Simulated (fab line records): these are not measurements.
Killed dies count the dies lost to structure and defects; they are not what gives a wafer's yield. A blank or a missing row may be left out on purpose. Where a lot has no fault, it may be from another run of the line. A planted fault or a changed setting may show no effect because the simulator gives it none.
A lot that was struck, set against a sound lot / flow n5Finfet / 18 out of 1938 route steps
Sound: the wafers L374.1, L374.4, L374.5. Wafers struck: L383.1, L383.3, L383.4. Last of all comes the cause.
At each step with rows: each side's tool, then ch and its chambers, then its first start. Under that, the readings that differ: sound wafers / struck wafers / difference of the means / sigmas: that difference in standard deviations of wafers without a fault.
alike: same words and numbers on both sides, and readings whose means sit less than 2 such deviations apart. not compared: any withheld reading, any reading some wafer has no value for, any bound like >300 that may hide the same value, and any number with overlapping values for which the record gives no deviation.
A row with sigmas, a row that says differs or no value, or rows on one side alone: a step with any of these is where the two part. Numbers that don't overlap but have no deviation are shown without sigmas and don't part them. A reading missing from all wafers of one side parts the sides only when that side holds two or more wafers.

N5_BEOL_M10_ETCH_61: etches SiARC in CF4, target depth 39 nm, time 65 s.
  sound on rieDiel-06 ch 1,2,3, day 10 21:59; struck on rieDiel-06 ch 0,2,3, day 12 16:11
  alike: drypumpMotorCurrentA, etchRfOnTimeS, oesProductAu, rfVppV, showerheadPlenumPTorr, throttleValvePct
  not compared: rfHoursCounterH
N5_BEOL_M10_ETCH_62: etches SOC in N2/H2, target depth 110 nm, overetch 22 nm, time 165 s.
  sound on rieDiel-06 ch 1,2,3, day 10 22:02; struck on rieDiel-06 ch 0,2,3, day 12 16:14
  alike: drypumpMotorCurrentA, oesProductAu, rfVppV, showerheadPlenumPTorr, tempC, throttleValvePct
  not compared: rfHoursCounterH
then, 1 step without rows for these wafers: N5_BEOL_M10_STRIP_68 (strips in N2/H2).
N5_BEOL_M10_STRIP_67: strips in CF4.
  sound on rieDiel-06 ch 1,2,3, day 10 22:11; struck on rieDiel-06 ch 0,2,3, day 12 16:23
  alike: drypumpMotorCurrentA, oesProductAu, rfVppV, showerheadPlenumPTorr, throttleValvePct
  not compared: rfHoursCounterH
N5_BEOL_M10_HM_OPEN_17: chemistry Cl2/BCl3, target TiN, target depth 20 nm, overetch 6 nm.
  sound on rieMetal-02 ch 0,1, day 10 22:14; struck on rieMetal-01 ch 0,1, day 12 16:25
  alike: drypumpMotorCurrentA, oesProductAu, throttleValvePct
  not compared: rfHoursCounterH
N5_BEOL_M10_STRIP_19: strips in O2.
  sound on rieDiel-06 ch 0,1,3, day 10 22:24; struck on rieDiel-05 ch 0,1,2, day 12 16:33
  alike: drypumpMotorCurrentA, oesProductAu, rfVppV, showerheadPlenumPTorr, tempC, throttleValvePct
  not compared: rfHoursCounterH
N5_BEOL_M10_CD_MEAS_18: pitch 140 nm, target cd 70 nm.
  struck on cdSem-01, day 12 16:37; sound on cdSem-02, day 10 22:28
  alike: cdNm
then, 5 steps without rows for these wafers: N5_BEOL_M10_COAT_63 (time 60 s, resist thk 100 nm); N5_BEOL_M10_COAT_64 (time 60 s, resist thk 30 nm); N5_BEOL_M10_COAT_22 (resist thk 90 nm); N5_BEOL_M10_EBR_24; N5_BEOL_M10_SOFTBAKE_23 (time 60 s).
N5_BEOL_M10_EXPOSE_25: exposes mask V9.
  sound on arfiScanner-03 ch 0, day 10 23:41; struck on arfiScanner-02 ch 0, day 12 18:43
reading=exposureDoseMJCm2; sound=85.49 85.36 85.50; struck=90.96 90.82 90.89; difference=+5.44; sigmas=+60
  alike: mask, focusOffsetNm
then, 2 steps without rows for these wafers: N5_BEOL_M10_PEB_26 (peb time 60 s); N5_BEOL_M10_DEVELOP_27 (develop time 30 s).
N5_BEOL_M10_CD_MEAS_28: target cd 70 nm.
  sound on cdSem-03 ch 0, day 10 23:50; struck on cdSem-01 ch 0, day 12 18:50
reading=cdNm (nm); sound=71.1 72.1 71.6; struck=75.6 74.9 73.9; difference=+3.2; sigmas=+4
N5_BEOL_M10_OVL_MEAS_29:
  sound on overlay-02 ch 0, day 10 23:52; struck on overlay-01 ch 0, day 12 18:52
  alike: V9_OVL
-- the record jumps here: 2 days lie between the struck wafers' starts before and after (it left off in module BEOL_M10 and takes up again in module PASSIVATION, whose first step shown is number 1936 of the route) --
N5_PASSIVATION_PROBE_49:
  the record has rows for the struck wafers here (prober-02, day 15 05:19) and none for the sound ones

WHERE THEY PART
Last at N5_PASSIVATION_PROBE_49 as far as this record goes, first at N5_BEOL_M10_EXPOSE_25.

WHY: what the simulator had put in
Drift in process parameters on arfiScanner-02 at N5_BEOL_M10_EXPOSE_25, starting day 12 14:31. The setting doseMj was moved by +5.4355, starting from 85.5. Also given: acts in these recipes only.
